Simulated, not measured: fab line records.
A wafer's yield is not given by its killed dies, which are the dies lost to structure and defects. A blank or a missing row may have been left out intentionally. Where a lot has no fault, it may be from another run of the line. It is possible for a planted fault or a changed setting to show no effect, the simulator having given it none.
What tool caused it? | flow n5_finfet | 9 lots, 26 wafers sampled, at 6 steps of a route of 1938

## WHAT THE GAUGES READ, wafer by wafer
N5_SD_EPI_P_CD_MEAS_09: the cd target is 240 nm. Usual: cd_nm at 240.1 nm, with a standard deviation of 0.6.
lot  | measured    | on        | cd_nm (nm)        | flag
L506 | day 3 18:37 | cd_sem-02 | 240.9 240.2 240.1 |
L509 | day 4 11:47 | cd_sem-01 | 240.0 239.6 240.2 |
L511 | day 4 22:52 | cd_sem-01 | 230.3 239.3       | OFF
L520 | day 7 08:19 | cd_sem-01 | 240.2 240.6 240.4 |
L522 | day 7 19:13 | cd_sem-03 | 240.3 240.2 240.1 |
L524 | day 8 05:25 | cd_sem-02 | 240.3 240.2 240.6 |
L525 | day 8 14:18 | cd_sem-03 | 240.8 240.2 239.6 |
L526 | day 8 17:08 | cd_sem-03 | 240.3 239.7 239.9 |
L527 | day 9 01:21 | cd_sem-01 | 241.2 240.1 240.8 |

N5_SD_EPI_P_OVL_MEAS_10. Usual: SD_P_BLK_OVL typically reads -0.3 nm, with standard deviation 0.75.
lot  | measured    | on         | SD_P_BLK_OVL (nm) | flag
L506 | day 3 18:39 | overlay-02 | -1.3 -1.1 -0.5    |
L509 | day 4 11:49 | overlay-02 | -1.4 -0.7 1.2     |
L511 | day 4 22:54 | overlay-01 | -1.1 -2.0         |
L520 | day 7 08:21 | overlay-02 | -2.0 -1.2 -1.3    |
L522 | day 7 19:14 | overlay-01 | -0.7 0.1 -1.5     |
L524 | day 8 05:27 | overlay-01 | 0.3 0.0 0.3       |
L525 | day 8 14:20 | overlay-01 | -0.2 -0.2 -0.3    |
L526 | day 8 17:10 | overlay-02 | -1.1 -0.3 -0.3    |
L527 | day 9 01:23 | overlay-01 | 0.8 -0.9 0.1      |

N5_BEOL_M4_RC_MEAS_101. Usual: DIBL_N 35.7 mV/V, standard deviation 1.3; DIBL_P 36.0 mV/V, standard deviation 1.6; IOFF_N 0.154 nA/um, standard deviation 0.025; IOFF_P 0.21 nA/um, standard deviation 0.034; ION_N 675 uA/um, standard deviation 9.7; ION_P 465 uA/um, standard deviation 7.4; SS_N 71.3 mV/dec, standard deviation 0.55; SS_P 73.1 mV/dec, standard deviation 0.52; VT_N 250 mV, standard deviation 3; VT_P -249 mV, standard deviation 3.6.
lot  | measured     | on        | DIBL_N (mV/V)  | DIBL_P (mV/V)  | IOFF_N (nA/um)    | IOFF_P (nA/um) | ION_N (uA/um) | ION_P (uA/um) | SS_N (mV/dec)  | SS_P (mV/dec)  | VT_N (mV)   | VT_P (mV)      | flag
L506 | day 8 12:58  | prober-02 | 36.9 35.7 36.6 | 37.2 36.3 36.6 | 0.169 0.149 0.161 | 0.21 0.19 0.20 | 677 678 678   | 463 464 460   | 71.0 71.1 71.0 | 74.0 72.9 73.4 | 245 250 247 | -251 -253 -251 |
L509 | day 9 03:46  | prober-01 | 36.2 37.3 35.7 | 36.6 38.7 35.5 | 0.185 0.213 0.158 | 0.28 0.30 0.24 | 690 704 682   | 481 492 469   | 71.3 71.8 71.7 | 73.0 73.5 72.8 | 244 244 248 | -242 -243 -245 |
L511 | day 9 22:26  | prober-01 | 34.2 34.2      | 34.8 35.4      | 0.125 0.129       | 0.21 0.21      | 667 662       | 469 465       | 71.0 71.3      | 72.6 72.9      | 251 254     | -248 -247      |
L520 | day 12 06:58 | prober-01 | 36.2 34.1 34.1 | 37.7 35.5 35.8 | 0.176 0.140 0.139 | 0.23 0.20 0.20 | 683 684 678   | 464 473 469   | 71.5 71.0 71.4 | 73.4 73.2 73.7 | 246 249 248 | -247 -249 -247 |
L522 | day 12 10:03 | prober-02 | 37.0 35.8 35.2 | 38.2 36.5 35.7 | 0.190 0.169 0.152 | 0.27 0.25 0.23 | 680 686 666   | 468 471 465   | 71.3 71.2 71.1 | 73.7 73.7 73.1 | 247 247 248 | -244 -244 -246 |
L524 | day 13 06:55 | prober-02 | 35.4 34.2 34.8 | 35.9 33.1 33.6 | 0.163 0.129 0.144 | 0.22 0.19 0.19 | 693 667 674   | 468 460 466   | 71.5 71.2 71.2 | 73.4 72.6 71.9 | 246 252 248 | -249 -250 -250 |
L525 | day 13 18:19 | prober-02 | 35.3 39.4 35.3 | 33.8 39.1 34.4 | 0.121 0.195 0.121 | 0.15 0.21 0.14 | 671 680 668   | 453 454 449   | 70.8 71.6 70.8 | 72.5 73.3 72.3 | 254 249 254 | -256 -251 -262 |
L526 | day 13 16:16 | prober-01 | 35.1 36.5 37.9 | 33.1 34.6 36.6 | 0.124 0.139 0.169 | 0.19 0.22 0.24 | 674 666 680   | 470 469 476   | 70.4 71.8 71.0 | 71.9 71.9 73.1 | 252 251 245 | -249 -246 -246 |
L527 | day 13 14:23 | prober-02 | 36.9 36.3 37.2 | 35.3 35.5 36.2 | 0.160 0.151 0.168 | 0.20 0.19 0.21 | 671 673 680   | 459 467 459   | 71.9 71.9 71.7 | 72.7 72.9 73.7 | 249 249 249 | -252 -252 -251 |

## WHICH TOOL RAN EACH LOT (tool, then ch and the chambers of the sampled wafers, then the start)
lot  | N5_SD_EPI_N_ETCH_16               | N5_SD_EPI_P_PEB_07               | N5_SD_EPI_P_ETCH_47
L506 | rie_diel-01 ch 2,3, day 3 14:11   | litho_track-04 ch 0, day 3 18:34 | rie_diel-02 ch 0,1,3, day 3 19:14
L509 | rie_diel-04 ch 0,2,3, day 4 07:53 | litho_track-04 ch 0, day 4 11:43 | rie_diel-06 ch 0,1,3, day 4 12:23
L511 | rie_diel-03 ch 1,2, day 4 19:09   | litho_track-04 ch 0, day 4 22:49 | rie_diel-06 ch 0,1, day 4 23:29
L520 | rie_diel-04 ch 1,2,3, day 7 04:26 | litho_track-02 ch 0, day 7 08:15 | rie_diel-02 ch 0,1, day 7 08:55
L522 | rie_diel-03 ch 0,3, day 7 15:29   | litho_track-05 ch 0, day 7 19:08 | rie_diel-02 ch 1,2, day 7 19:54
L524 | rie_diel-04 ch 0,1,2, day 8 01:17 | litho_track-04 ch 0, day 8 05:21 | rie_diel-02 ch 1,2, day 8 06:01
L525 | rie_diel-01 ch 0,2,3, day 8 09:49 | litho_track-05 ch 0, day 8 14:14 | rie_diel-05 ch 0,1,2, day 8 14:54
L526 | rie_diel-03 ch 1,3, day 8 13:29   | litho_track-04 ch 0, day 8 17:04 | rie_diel-05 ch 0,1,3, day 8 17:46
L527 | rie_diel-03 ch 0,2,3, day 8 21:26 | litho_track-04 ch 0, day 9 01:17 | rie_diel-05 ch 1,2,3, day 9 01:58
- N5_SD_EPI_N_ETCH_16: etches SiO2 in CHF3/O2, target depth 5 nm.
- N5_SD_EPI_P_PEB_07: peb time 60 s.
- N5_SD_EPI_P_ETCH_47: etches SiOCN in CH3F/O2, target depth 25 nm.

## AS READ BY THE TOOLS THEMSELVES (means over the sampled wafers that have a number; for cases with no such wafer, the mark the record gives instead)
N5_SD_EPI_N_ETCH_16. Usual: drypump_motor_current_A 5.8 A, standard deviation 0.45; oes_product_au 0.78 a.u., standard deviation 0.078; rf_vpp_V 526 V, standard deviation 3.8; showerhead_plenum_p_Torr 2.39 Torr, standard deviation 0.068; throttle_valve_pct 18.88 %, standard deviation 0.25.
lot  | tool        | drypump_motor_current_A (A) | oes_product_au (a.u.) | rf_vpp_V (V) | showerhead_plenum_p_Torr (Torr) | throttle_valve_pct (%) | flag
L506 | rie_diel-01 | 6.4                         | 0.77                  | 528          | 2.38                            | 19.17                  |
L509 | rie_diel-04 | 5.6                         | 0.81                  | 525          | 2.34                            | 18.73                  |
L511 | rie_diel-03 | 6.0                         | 0.73                  | 527          | 2.42                            | 18.95                  |
L520 | rie_diel-04 | 5.6                         | 0.74                  | 526          | 2.38                            | 18.73                  |
L522 | rie_diel-03 | 5.8                         | 0.84                  | 525          | 2.40                            | 18.80                  |
L524 | rie_diel-04 | 5.4                         | 0.74                  | 523          | 2.37                            | 18.94                  |
L525 | rie_diel-01 | 6.1                         | 0.82                  | 530          | 2.46                            | 18.88                  |
L526 | rie_diel-03 | 5.6                         | 0.69                  | 522          | 2.41                            | 19.19                  |
L527 | rie_diel-03 | 5.8                         | 0.78                  | 527          | 2.42                            | 18.86                  |

N5_SD_EPI_P_PEB_07. Usual: heater_power_total_W 175.5 W, standard deviation 1.6; resist_line_temp_C 23.00 C, standard deviation 0.13.
lot  | tool           | heater_power_total_W (W) | resist_line_temp_C (C) | flag
L506 | litho_track-04 | 176.3                    | 23.17                  |
L509 | litho_track-04 | 174.3                    | 23.06                  |
L511 | litho_track-04 | 188.8                    | 23.12                  | OFF
L520 | litho_track-02 | 175.6                    | 23.11                  |
L522 | litho_track-05 | 174.7                    | 23.13                  |
L524 | litho_track-04 | 175.9                    | 23.12                  |
L525 | litho_track-05 | 174.0                    | 22.77                  |
L526 | litho_track-04 | 176.1                    | 22.96                  |
L527 | litho_track-04 | 176.4                    | 22.95                  |

N5_SD_EPI_P_ETCH_47. Usual: CH3F_flow_sccm 30.01 sccm, standard deviation 0.088; drypump_motor_current_A 5.8 A, standard deviation 0.47; oes_product_au 0.76 a.u., standard deviation 0.062; rf_vpp_V 127.2 V, standard deviation 1.4; showerhead_plenum_p_Torr 2.02 Torr, standard deviation 0.081; throttle_valve_pct 16.45 %, standard deviation 0.14.
lot  | tool        | CH3F_flow_sccm (sccm) | drypump_motor_current_A (A) | oes_product_au (a.u.) | rf_vpp_V (V) | showerhead_plenum_p_Torr (Torr) | throttle_valve_pct (%) | flag
L506 | rie_diel-02 | 30.08                 | 6.0                         | 0.74                  | 127.3        | 1.97                            | 16.34                  |
L509 | rie_diel-06 | 30.01                 | 5.3                         | 0.80                  | 127.8        | 2.04                            | 16.45                  |
L511 | rie_diel-06 | 30.07                 | 5.2                         | 0.82                  | 128.8        | 2.02                            | 16.37                  |
L520 | rie_diel-02 | 30.02                 | 5.7                         | 0.75                  | 127.5        | 2.02                            | 16.31                  |
L522 | rie_diel-02 | 30.01                 | 5.4                         | 0.76                  | 128.0        | 2.08                            | 16.30                  |
L524 | rie_diel-02 | 29.94                 | 5.4                         | 0.75                  | 128.4        | 2.08                            | 16.31                  |
L525 | rie_diel-05 | 29.98                 | 6.0                         | 0.74                  | 127.6        | 1.99                            | 16.43                  |
L526 | rie_diel-05 | 30.10                 | 6.1                         | 0.75                  | 125.8        | 2.00                            | 16.55                  |
L527 | rie_diel-05 | 30.06                 | 6.3                         | 0.74                  | 126.9        | 1.99                            | 16.55                  |

## THE ANSWER, worked out from the rows above alone
Rule: a lot is off if the mean of its wafers that have a number lies more than 3 standard deviations from the usual mean. Also off: a lot with no number at a reading for which 4 or more lots have one. Any other lot the step has rows for is counted as sound. The gauges are gone through in route order, then the tools' own readings, and for those a lot's mean is taken as printed above. At the first step where some lot is off, the reading lying furthest off is the one used; lots without a number count as furthest.
Off, at N5_SD_EPI_P_CD_MEAS_09 on cd_nm: L511.
A tool fits if, at a process step before that reading, it ran every lot that is off, and no sound lot after the first of them. The gauges at N5_SD_EPI_P_CD_MEAS_09 aren't tried: what is off there is off at N5_SD_EPI_P_PEB_07 too, on other tools, and a gauge's error can't cause that. Not one of the candidates tried fits.

## WHAT HAD BEEN PUT IN BY THE SIMULATOR
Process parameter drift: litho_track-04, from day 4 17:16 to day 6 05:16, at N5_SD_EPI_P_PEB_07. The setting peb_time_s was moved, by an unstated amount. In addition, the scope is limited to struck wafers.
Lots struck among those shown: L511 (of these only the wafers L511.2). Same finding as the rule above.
